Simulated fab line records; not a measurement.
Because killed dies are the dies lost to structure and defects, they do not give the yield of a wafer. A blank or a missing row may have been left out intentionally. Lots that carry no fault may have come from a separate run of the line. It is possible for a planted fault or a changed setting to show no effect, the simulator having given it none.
Which of the tools did it? | flow n5Finfet | 10 lots, 29 wafers sampled, at 4 steps of a route of 1938

== WHAT THE GAUGES SHOWED, per wafer ==
The record lacks any reading of a measuring or inspecting step that a usual standard deviation could be used to judge.

== EACH LOT AND THE TOOL THAT RAN IT (in order: tool; ch and the chambers of the sampled wafers; start) ==
lot  | N5_BEOL_M7_STRIP_67               | N5_BEOL_M7_DESCUM_33              | N5_BEOL_M7_ETCH_72                | N5_BEOL_M7_TRENCH_ETCH_37
L633 | rieDiel-06 ch 0,1,2, day 8 23:54  | rieDiel-04 ch 0,1,3, day 9 00:51  | rieDiel-04 ch 0,1,3, day 9 00:53  | rieDiel-04 ch 0,1,3, no start
L632 | rieDiel-06 ch 0,3, day 9 01:04    | rieDiel-05 ch 0,2, day 9 01:59    | rieDiel-05 ch 0,2, day 9 02:02    | rieDiel-05 ch 0,2, no start
L636 | rieDiel-06 ch 2,3, day 9 18:41    | rieDiel-05 ch 0,3, day 9 19:20    | rieDiel-05 ch 0,3, day 9 19:23    | rieDiel-05 ch 0,3, no start
L640 | rieDiel-05 ch 0,1,2, day 10 09:15 | rieDiel-04 ch 1,2, day 10 10:00   | rieDiel-04 ch 1,2, day 10 10:02   | rieDiel-04 ch 1,2, no start
L642 | rieDiel-05 ch 0,1,3, day 11 11:56 | rieDiel-05 ch 0,1,3, day 11 14:33 | rieDiel-05 ch 0,1,3, day 11 14:35 | rieDiel-05 ch 0,1,3, no start
L644 | rieDiel-04 ch 0,3, day 11 12:09   | rieDiel-06 ch 1,2,3, day 11 14:16 | rieDiel-06 ch 1,2,3, day 11 14:18 | rieDiel-06 ch 1,2,3, no start
L645 | rieDiel-04 ch 0,2,3, day 11 23:44 | rieDiel-06 ch 0,1, day 12 00:34   | rieDiel-06 ch 0,1, day 12 00:36   | rieDiel-06 ch 0,1, no start
L646 | rieDiel-06 ch 0,2,3, day 12 12:31 | rieDiel-04 ch 1,2,3, day 12 14:03 | rieDiel-04 ch 1,2,3, day 12 14:05 | rieDiel-04 ch 1,2,3, no start
L650 | rieDiel-06 ch 3, day 13 17:53     | rieDiel-06 ch 3, day 13 18:47     | rieDiel-06 ch 3, day 13 18:49     | rieDiel-06 ch 3, no start
L655 | rieDiel-06 ch 1,3, day 15 05:31   | rieDiel-04 ch 2,3, day 15 07:46   | rieDiel-04 ch 2,3, day 15 07:48   | rieDiel-04 ch 2,3, no start
- N5_BEOL_M7_STRIP_67: strips in CF4.
- N5_BEOL_M7_DESCUM_33: chemistry O2, time 7 s.
- N5_BEOL_M7_ETCH_72: etches underlayer in N2/H2, target depth 6.5 nm, time 5.2 s.
- N5_BEOL_M7_TRENCH_ETCH_37: etches SiCOH lowk in C4F6/O2, target depth 93.478 nm, time 31.2 s.

== AS READ BY THE TOOLS THEMSELVES (means over the sampled wafers that have a number; for cases with no such wafer, the mark the record gives instead) ==
N5_BEOL_M7_STRIP_67. Usual: biasPowerW 74.95 W, standard deviation 0.22; drypumpMotorCurrentA 5.6 A, standard deviation 0.37; oesProductAu 0.77 a.u., standard deviation 0.072; rfVppV 271.0 V, standard deviation 1.4; showerheadPlenumPTorr 1.79 Torr, standard deviation 0.054; throttleValvePct 13.66 %, standard deviation 0.25.
lot  | tool       | biasPowerW (W) | drypumpMotorCurrentA (A) | oesProductAu (a.u.) | rfVppV (V) | showerheadPlenumPTorr (Torr) | throttleValvePct (%) | flag
L633 | rieDiel-06 | 75.05          | 5.8                      | 0.72                | 271.2      | 1.80                         | 13.71                | 
L632 | rieDiel-06 | 74.90          | 5.5                      | 0.72                | 272.0      | 1.84                         | 13.57                | 
L636 | rieDiel-06 | 74.84          | 5.7                      | 0.72                | 272.6      | 1.85                         | 13.67                | 
L640 | rieDiel-05 | 74.93          | 5.5                      | 0.76                | 271.2      | 1.79                         | 13.77                | 
L642 | rieDiel-05 | 74.83          | 5.7                      | 0.74                | 270.2      | 1.77                         | 13.75                | 
L644 | rieDiel-04 | 75.05          | 5.4                      | 0.78                | 269.4      | 1.76                         | 13.72                | 
L645 | rieDiel-04 | 74.96          | 5.7                      | 0.81                | 269.9      | 1.76                         | 13.71                | 
L646 | rieDiel-06 | 75.03          | 5.7                      | 0.79                | 272.5      | 1.84                         | 13.48                | 
L650 | rieDiel-06 | 75.03          | 5.2                      | 0.72                | 271.1      | 1.85                         | 13.58                | 
L655 | rieDiel-06 | 74.99          | 5.6                      | 0.70                | 269.4      | 1.76                         | 13.80                | 

N5_BEOL_M7_DESCUM_33. Usual: biasPowerW 19.99 W, standard deviation 0.064; drypumpMotorCurrentA 5.7 A, standard deviation 0.39; oesProductAu 0.78 a.u., standard deviation 0.091; rfVppV 243.0 V, standard deviation 1.4; showerheadPlenumPTorr 2.08 Torr, standard deviation 0.06; throttleValvePct 20.48 %, standard deviation 0.24.
lot  | tool       | biasPowerW (W) | drypumpMotorCurrentA (A) | oesProductAu (a.u.) | rfVppV (V) | showerheadPlenumPTorr (Torr) | throttleValvePct (%) | flag
L633 | rieDiel-04 | 19.96          | 5.5                      | 0.76                | 244.1      | 2.09                         | 20.58                | 
L632 | rieDiel-05 | 20.00          | 5.7                      | 0.77                | 243.0      | 2.14                         | 20.66                | 
L636 | rieDiel-05 | 19.97          | 5.8                      | 0.78                | 243.0      | 2.07                         | 20.43                | 
L640 | rieDiel-04 | 20.02          | 6.1                      | 0.76                | 243.0      | 2.11                         | 20.55                | 
L642 | rieDiel-05 | 20.02          | 5.7                      | 0.74                | 243.3      | 2.05                         | 20.58                | 
L644 | rieDiel-06 | 20.00          | 5.6                      | 0.71                | 242.2      | 2.11                         | 20.51                | 
L645 | rieDiel-06 | 20.03          | 5.8                      | 0.80                | 242.1      | 2.05                         | 20.46                | 
L646 | rieDiel-04 | 19.99          | 5.8                      | 0.87                | 244.0      | 2.08                         | 20.48                | 
L650 | rieDiel-06 | 20.04          | 5.2                      | 0.72                | 244.2      | 2.16                         | 20.30                | 
L655 | rieDiel-04 | 19.98          | 6.0                      | 0.83                | 242.1      | 2.04                         | 20.70                | 

N5_BEOL_M7_ETCH_72. Usual: drypumpMotorCurrentA 5.7 A, standard deviation 0.4; etchRfOnTimeS 5.21 s, standard deviation 0.09; oesProductAu 0.67 a.u., standard deviation 0.076; rfVppV 523.5 V, standard deviation 2.5; showerheadPlenumPTorr 2.53 Torr, standard deviation 0.078; throttleValvePct 17.87 %, standard deviation 0.25.
lot  | tool       | drypumpMotorCurrentA (A) | etchRfOnTimeS (s) | oesProductAu (a.u.) | rfVppV (V) | showerheadPlenumPTorr (Torr) | throttleValvePct (%) | flag
L633 | rieDiel-04 | 5.5                      | 5.16              | 0.64                | 523.7      | 2.55                         | 18.00                | 
L632 | rieDiel-05 | 5.7                      | 5.33              | 0.65                | 526.3      | 2.61                         | 18.06                | 
L636 | rieDiel-05 | 5.8                      | 5.28              | 0.67                | 522.6      | 2.51                         | 17.81                | 
L640 | rieDiel-04 | 6.1                      | 5.15              | 0.65                | 524.3      | 2.57                         | 17.93                | 
L642 | rieDiel-05 | 5.8                      | 5.23              | 0.63                | 522.1      | 2.50                         | 18.00                | 
L644 | rieDiel-06 | 5.6                      | 5.25              | 0.61                | 523.8      | 2.56                         | 17.84                | 
L645 | rieDiel-06 | 5.8                      | 5.28              | 0.67                | 522.2      | 2.48                         | 17.81                | 
L646 | rieDiel-04 | 5.8                      | 5.17              | 0.74                | 522.7      | 2.54                         | 17.89                | 
L650 | rieDiel-06 | 5.2                      | 5.96              | 0.58                | 526.8      | 2.63                         | 17.66                | OFF
L655 | rieDiel-04 | 6.0                      | 5.19              | 0.70                | 522.9      | 2.48                         | 18.05                | 

N5_BEOL_M7_TRENCH_ETCH_37. Usual: drypumpMotorCurrentA 5.7 A, standard deviation 0.4; oesProductAu 0.78 a.u., standard deviation 0.091; rfVppV 667 V, standard deviation 7.9; showerheadPlenumPTorr 2.83 Torr, standard deviation 0.087; throttleValvePct 20.97 %, standard deviation 0.25.
lot  | tool       | drypumpMotorCurrentA (A) | oesProductAu (a.u.) | rfVppV (V) | showerheadPlenumPTorr (Torr) | throttleValvePct (%) | flag
L633 | rieDiel-04 | 5.5                      | 0.76                | 668        | 2.85                         | 21.11                | 
L632 | rieDiel-05 | 5.7                      | 0.75                | 667        | 2.92                         | 21.17                | 
L636 | rieDiel-05 | 5.8                      | 0.78                | 663        | 2.81                         | 20.84                | 
L640 | rieDiel-04 | 6.1                      | 0.76                | 671        | 2.88                         | 21.08                | 
L642 | rieDiel-05 | 5.7                      | 0.73                | 665        | 2.79                         | 21.02                | 
L644 | rieDiel-06 | 5.7                      | 0.71                | 671        | 2.87                         | 20.98                | 
L645 | rieDiel-06 | 5.8                      | 0.79                | 663        | 2.78                         | 20.91                | 
L646 | rieDiel-04 | 5.9                      | 0.87                | 663        | 2.84                         | 21.03                | 
L650 | rieDiel-06 | 5.2                      | 0.72                | 676        | 2.94                         | 20.80                | 
L655 | rieDiel-04 | 6.1                      | 0.82                | 656        | 2.79                         | 21.15                | 

== THE ANSWER, worked out from the rows above alone ==
Rule: a lot is off if the mean of its wafers that have a number lies more than 3 standard deviations from the usual mean. Also off: a lot with no number at a reading for which 4 or more lots have one. Where the step has rows for the other lots, those lots are counted as sound. First the gauges in route order, then the tools' own readings, where a lot's mean is used as printed above. The first step at which some lot is off is used, and at that step the reading that is off furthest; a lot without a number counts as furthest.
Off, at N5_BEOL_M7_ETCH_72 on etchRfOnTimeS: L650.
If a tool, at that step or one of the process steps before it, ran each lot that is off and ran no sound lot following the first of them, it fits. One fits: rieDiel-06 at N5_BEOL_M7_DESCUM_33 and N5_BEOL_M7_ETCH_72. At N5_BEOL_M7_DESCUM_33 its last sound lot is L645 (day 12 00:34), its first lot that is off L650 (day 13 18:47): a fault that began between those two fits.

== WHAT THE SIMULATOR HAD PUT IN ==
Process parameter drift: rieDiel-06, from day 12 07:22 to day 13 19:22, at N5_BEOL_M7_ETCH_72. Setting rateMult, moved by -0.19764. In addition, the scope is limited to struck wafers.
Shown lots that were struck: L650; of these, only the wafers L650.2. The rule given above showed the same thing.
